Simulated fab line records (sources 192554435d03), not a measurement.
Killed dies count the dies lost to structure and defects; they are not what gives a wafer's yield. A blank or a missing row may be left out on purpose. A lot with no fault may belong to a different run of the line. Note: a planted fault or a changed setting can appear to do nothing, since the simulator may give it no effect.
Problem report, 8D (eight disciplines) form, completed by code ; flow n5 finfet ; the parts of the form that need people (team, actions taken, sign-off) are left out

1. THE ISSUE
spin speed rpm at N5_HKMG_FIN_COAT_85 reads a mean of 1680.7 rpm on 6 wafers of 2 lots; wafers without a fault read 1499.9 rpm with a standard deviation of 1. That is +99 or more standard deviations from the usual mean.
The step: time 60 s, resist thk 300 nm.
The first sign was on wafer L778.1 at day 6 12:02, on litho track-02. At this step, 27 wafers from 9 lots have a number in the record. Rule for "out", or "out of limits": more than 4 standard deviations from the usual mean. The other wafers with a number count as sound.

2. WHAT IT IS, AND WHAT IT ISN'T
question;is;is not
which readings at this step;spin speed rpm;dispense pressure kPa, heater power total W, resist line temp C
which lots;L778, L782;L772, L773, L783, L788, L789, L790, L791
which wafers of those lots;all that have a number;-
read on which tools;litho track-02;litho track-03, litho track-04
when;from day 6 12:02;"up to then (6 sound wafers); but 15 sound wafers of L783, L788, L789, L790, L791 came after"

3. WHAT RULES OUT EACH SUSPECT
Counting: a tool at a process step up to the reading stays a suspect if it ran every lot that is out and no sound lot after the first of them.
- litho track-02 at N5_HKMG_FIN_COAT_85 (time 60 s, resist thk 300 nm): kept. All lots that are out passed through it, beginning with L778 at day 6 12:02, and no sound lot followed; its final sound lot before that point was L772 at day 4 16:01. On those wafers its own readings are out: spin speed rpm.
Remaining after the count: litho track-02 at N5_HKMG_FIN_COAT_85.

4. THE CAUSE (what the simulator had put in)
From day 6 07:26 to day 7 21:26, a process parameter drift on litho track-02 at N5_HKMG_FIN_COAT_85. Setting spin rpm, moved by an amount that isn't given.
The count eliminated every tool but this one.

5. THE CHAIN OF EFFECTS, in route order
Rows list readings where the struck wafers' mean (over those with a number) sits beyond 3 standard deviations from the usual. Only readings for which the record gives a usual standard deviation are gone through. hours: the time from each lot's start at the first step in this table that gives one to its start at this step, as a median over the lots. sigmas: the change in usual standard deviations.
hours;step;reading;usual;on struck wafers;change;sigmas
0;N5_HKMG_FIN_COAT_85;spin speed rpm;1499.9 rpm;1680.7;+180.8;+99 or more
Process steps it contains:
- N5_HKMG_FIN_COAT_85: time 60 s, resist thk 300 nm.
Later measuring or inspecting steps at which every struck wafer that the step has a row for has a number for every such reading, and none has moved that far: N5_BEOL_M4_RC_MEAS_101.

6. HOW IT WOULD HAVE BEEN CAUGHT EARLIER
5 hours passed between the start of the fault at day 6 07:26 and the first reading out of limits in this record, taken at day 6 12:02.
